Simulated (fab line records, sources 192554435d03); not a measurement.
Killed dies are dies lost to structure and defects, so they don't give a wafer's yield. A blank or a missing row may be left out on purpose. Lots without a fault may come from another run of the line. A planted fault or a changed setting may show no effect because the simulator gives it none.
Problem report in the 8D (eight disciplines) form, filled by code | flow n5_finfet | the parts of the form that need people (team, actions taken, sign-off) are left out

1. THE PROBLEM
killed_at_M4_up at N5_PASSIVATION_PROBE_49 reads a mean of 1094 on 9 wafers of 3 lots; wafers without a fault read 14 with a standard deviation of 5.2. That is +99 or more standard deviations from the usual mean.
First seen on wafer L234.2, day 18 11:32, on prober-02. The record holds 9 wafers of 3 lots with a number at this step. Rule for "out", or "out of limits": more than 4 standard deviations from the usual mean. The other wafers with a number count as sound.

2. WHAT IT IS AND WHAT IT IS NOT
question                    | is                                                                                                                  | is not
which readings at this step | killed_at_M4_up, defect_limited_yield, killed_dies, killed_on_rim, sort_bin_5_function, sort_n_pass, sort_yield_pct | killed_at_M0_to_M3, killed_at_front_end, killed_open, killed_short, sort_bin_4_leakage, sort_bin_6_memory
which lots                  | L234, L238, L239                                                                                                    | -
which wafers of those lots  | all that have a number                                                                                              | -
read on which tools         | prober-01, prober-02                                                                                                | -
when                        | from day 18 11:32                                                                                                   | up to then (0 sound wafers)

3. SUSPECTS, AND WHAT RULES EACH OUT
Counting: a tool at a process step up to the reading stays a suspect if it ran every lot that is out and no sound lot after the first of them.
- rie_diel-06 at N5_BEOL_M11_DESCUM_33 (chemistry O2, time 7.9 s): kept. It ran every lot that is out, first L234 (day 16 10:22), and no sound lot after that.
- rie_diel-06 at N5_BEOL_M11_STRIP_36 (strips in N2/H2): kept. It ran every lot that is out, first L234 (day 16 10:38), and no sound lot after that.
Left after counting: rie_diel-06 at N5_BEOL_M11_DESCUM_33, rie_diel-06 at N5_BEOL_M11_STRIP_36.

4. THE CAUSE (what the simulator had put in)
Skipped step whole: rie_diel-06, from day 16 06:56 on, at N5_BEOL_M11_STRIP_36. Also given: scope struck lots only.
Counting left 2 suspects, and this tool is among them.

5. THE CHAIN OF EFFECTS, in route order
Each row: a reading whose mean over the struck wafers that have a number lies more than 3 standard deviations from the usual. Only readings for which the record gives a usual standard deviation are gone through. hours: the time from each lot's start at the first step in this table that gives one to its start at this step, as a median over the lots. sigmas: the change in usual standard deviations.
hours | step                    | reading              | usual  | on struck wafers | change | sigmas
0     | N5_PASSIVATION_PROBE_49 | defect_limited_yield | 91.4 % | 0.0              | -91.4  | -65
0     | N5_PASSIVATION_PROBE_49 | killed_at_M4_up      | 14     | 1094             | +1080  | +99 or more
0     | N5_PASSIVATION_PROBE_49 | killed_dies          | 102    | 1180             | +1078  | +63
0     | N5_PASSIVATION_PROBE_49 | killed_on_rim        | 14     | 152              | +138   | +35
0     | N5_PASSIVATION_PROBE_49 | sort_bin_5_function  | 5.1 %  | 96.7             | +91.6  | +92
0     | N5_PASSIVATION_PROBE_49 | sort_n_pass          | 1076   | 0                | -1076  | -57
0     | N5_PASSIVATION_PROBE_49 | sort_yield_pct       | 91.2 % | 0.0              | -91.2  | -57
The process steps in it:
- N5_PASSIVATION_PROBE_49
Readings that are blank on the struck wafers while sound wafers have them: bias_power_w at N5_BEOL_M11_STRIP_36; chamber_pressure_mTorr at N5_BEOL_M11_STRIP_36; drypump_motor_current_A at N5_BEOL_M11_STRIP_36; oes_product_au at N5_BEOL_M11_STRIP_36; rf_vpp_V at N5_BEOL_M11_STRIP_36; showerhead_plenum_p_Torr at N5_BEOL_M11_STRIP_36; throttle_valve_pct at N5_BEOL_M11_STRIP_36.

6. WHAT WOULD HAVE CAUGHT IT SOONER
In this record the first reading out of limits was taken at day 18 11:32, 53 hours after the fault began at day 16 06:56.
At N5_BEOL_M11_STRIP_36 the tool's readings are blank on the struck wafers, where sound wafers have them: an empty tool record is the first sign, and it was there at once.
All the lots that are out (3) had begun N5_BEOL_M11_STRIP_36 on rie_diel-06 by day 18 11:32. A hold on the tool at that time would have spared none of them.
